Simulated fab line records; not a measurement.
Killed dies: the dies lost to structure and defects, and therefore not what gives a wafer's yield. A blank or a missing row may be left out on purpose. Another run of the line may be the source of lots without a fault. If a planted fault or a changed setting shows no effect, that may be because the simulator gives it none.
Chamber matching || flow n5Finfet || 4 sister chambers for N5_BEOL_M5_ALD_86 on aldMetal-02
The step deposits TaN, pulse time 2 s, purge time 3 s, co reactant purge time 2 s. 8 wafers are shown with their chamber, then 10 later ones without.

== WAFERS WITH THEIR CHAMBER ==
{"wafer": "L076.5", "chamber": 0, "heaterPowerW (W)": 435, "mfcCarrierSccm (sccm)": 1505}
{"wafer": "L078.4", "chamber": 3, "heaterPowerW (W)": 420, "mfcCarrierSccm (sccm)": 1503}
{"wafer": "L078.5", "chamber": 2, "heaterPowerW (W)": 393, "mfcCarrierSccm (sccm)": 1506}
{"wafer": "L083.1", "chamber": 1, "heaterPowerW (W)": 562, "mfcCarrierSccm (sccm)": 1507}
{"wafer": "L083.5", "chamber": 0, "heaterPowerW (W)": 439, "mfcCarrierSccm (sccm)": 1504}
{"wafer": "L083.6", "chamber": 1, "heaterPowerW (W)": 559, "mfcCarrierSccm (sccm)": 1496}
{"wafer": "L089.1", "chamber": 2, "heaterPowerW (W)": 395, "mfcCarrierSccm (sccm)": 1495}
{"wafer": "L089.3", "chamber": 3, "heaterPowerW (W)": 439, "mfcCarrierSccm (sccm)": 1505}

== WAFERS WITH NO CHAMBER GIVEN ==
{"wafer": "L089.4", "heaterPowerW (W)": 446, "mfcCarrierSccm (sccm)": 1503}
{"wafer": "L088.1", "heaterPowerW (W)": 394, "mfcCarrierSccm (sccm)": 1498}
{"wafer": "L088.2", "heaterPowerW (W)": 428, "mfcCarrierSccm (sccm)": 1498}
{"wafer": "L088.5", "heaterPowerW (W)": 564, "mfcCarrierSccm (sccm)": 1500}
{"wafer": "L093.1", "heaterPowerW (W)": 440, "mfcCarrierSccm (sccm)": 1499}
{"wafer": "L093.4", "heaterPowerW (W)": 403, "mfcCarrierSccm (sccm)": 1499}
{"wafer": "L093.5", "heaterPowerW (W)": 400, "mfcCarrierSccm (sccm)": 1500}
{"wafer": "L097.1", "heaterPowerW (W)": 407, "mfcCarrierSccm (sccm)": 1498}
{"wafer": "L097.2", "heaterPowerW (W)": 455, "mfcCarrierSccm (sccm)": 1490}
{"wafer": "L097.3", "heaterPowerW (W)": 565, "mfcCarrierSccm (sccm)": 1499}

== EACH ONE'S CHAMBER ==
{"wafer": "L089.4", "from the rows above": "can't be placed: 0 or 3", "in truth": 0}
{"wafer": "L088.1", "from the rows above": 2, "in truth": 2}
{"wafer": "L088.2", "from the rows above": "can't be placed: 3 or 0", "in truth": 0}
{"wafer": "L088.5", "from the rows above": 1, "in truth": 1}
{"wafer": "L093.1", "from the rows above": "can't be placed: 0 or 3", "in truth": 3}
{"wafer": "L093.4", "from the rows above": 2, "in truth": 2}
{"wafer": "L093.5", "from the rows above": 2, "in truth": 2}
{"wafer": "L097.1", "from the rows above": "can't be placed: 2 or 3", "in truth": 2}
{"wafer": "L097.2", "from the rows above": "can't be placed: 0 or 3", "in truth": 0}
{"wafer": "L097.3", "from the rows above": 1, "in truth": 1}
Correct placement for 5 of the 10. These rows do not allow placing 5 (true chamber among the candidates in 5). Placed wrongly: 0.
How it was worked out, from the rows above alone: a wafer's distance from a chamber is the root of the sum, over the readings, of the square of ((its reading less the chamber's mean) divided by the reading's scatter). The wafer belongs to the nearest chamber; if the next one is less than 2 further off, it can't be placed. A chamber's mean is the mean of its shown wafers. The scatter is the square root of a quotient: the sum, over the shown wafers, of each reading's squared deviation from its chamber's mean, divided by wafers minus chambers.
